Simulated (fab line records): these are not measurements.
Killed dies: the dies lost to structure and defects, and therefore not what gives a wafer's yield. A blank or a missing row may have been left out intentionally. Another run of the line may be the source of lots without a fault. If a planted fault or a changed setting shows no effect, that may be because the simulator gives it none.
Chamber matching -- flow nand harc -- NHARC_A_M1_PRE_CLEAN_32 on pecvd-01 has 3 sister chambers
The step time 12 s. 3 wafers are shown with their chamber, then 8 later ones without.

## WAFERS, EACH WITH ITS CHAMBER
wafer,chamber,heater power w (W)
L095.1,2,603
L095.5,1,658
L093.1,0,514

## WAFERS MISSING THEIR CHAMBER
wafer,heater power w (W)
L093.5,640
L093.6,527
L096.1,625
L096.3,506
L096.6,505
L097.1,490
L097.2,528
L097.4,598

## CHAMBER TAKEN BY EACH
wafer,from the rows above,in truth
L093.5,can't be placed: 1 or 2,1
L093.6,0,0
L096.1,can't be placed: 2 or 1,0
L096.3,0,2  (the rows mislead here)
L096.6,0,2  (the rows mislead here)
L097.1,0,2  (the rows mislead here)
L097.2,0,0
L097.4,2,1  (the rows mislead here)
2 of 8 placed correctly. Can't be placed from these rows: 2 (the true chamber is among the candidates in 1). 4 placed wrongly.
How it was worked out, from the rows above alone: a wafer's distance from a chamber is the root of the sum, over the readings, of the square of ((its reading less the chamber's mean) divided by the reading's scatter). The wafer belongs to the nearest chamber; if the next one is less than 2 further off, it can't be placed. The mean given for a chamber averages the wafers shown for that chamber. The scatter (one wafer shown for each chamber): square how far every hidden wafer sits from the nearest shown wafer, average those squares and take the square root.
